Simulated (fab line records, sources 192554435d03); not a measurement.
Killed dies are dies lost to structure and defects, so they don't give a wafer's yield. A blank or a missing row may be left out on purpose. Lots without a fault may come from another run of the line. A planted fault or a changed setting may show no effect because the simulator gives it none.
Chamber matching | flow n5_finfet | N5_BEOL_M0_SAQP_PECVD_04 on pecvd-03: 3 sister chambers
The step deposits a-Si from SiH4/He, target thk 60 nm, time 60.2 s. 6 wafers are shown with their chamber, then 10 later ones without.

WAFERS WITH THEIR CHAMBER
wafer  | chamber | throttle_valve_pct (%) | showerhead_plenum_p_Torr (Torr)
L081.1 | 1       | 18.3                   | 5.657
L081.6 | 0       | 16.1                   | 5.648
L084.6 | 0       | 16.0                   | 5.651
L085.5 | 1       | 18.3                   | 5.675
L086.2 | 2       | 18.1                   | 5.708
L086.5 | 2       | 18.2                   | 5.710

WAFERS WITHOUT THEIR CHAMBER
wafer  | throttle_valve_pct (%) | showerhead_plenum_p_Torr (Torr)
L086.6 | 16.2                   | 5.650
L091.1 | 16.2                   | 5.661
L091.5 | 18.3                   | 5.715
L091.6 | 16.2                   | 5.646
L094.2 | 16.3                   | 5.640
L094.4 | 18.6                   | 5.662
L094.6 | 16.3                   | 5.655
L096.2 | 18.2                   | 5.703
L096.4 | 18.4                   | 5.700
L096.6 | 18.5                   | 5.666

WHICH CHAMBER EACH WENT THROUGH
wafer  | from the rows above     | in truth
L086.6 | 0                       | 0
L091.1 | 0                       | 0
L091.5 | 2                       | 2
L091.6 | 0                       | 0
L094.2 | 0                       | 0
L094.4 | 1                       | 1
L094.6 | 0                       | 0
L096.2 | 2                       | 2
L096.4 | can't be placed: 2 or 1 | 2
L096.6 | 1                       | 1
Placed correctly: 9 of 10. Can't be placed from these rows: 1 (the true chamber is among the candidates in 1). Placed wrongly: 0.
How it was worked out, from the rows above alone: a wafer's distance from a chamber is the root of the sum, over the readings, of the square of ((its reading less the chamber's mean) divided by the reading's scatter). The wafer belongs to the nearest chamber; if the next one is less than 2 further off, it can't be placed. A chamber's mean is the mean of its shown wafers. The scatter: the root of (the sum of the squares of (reading less its chamber's mean) over the shown wafers, divided by (wafers less chambers)).
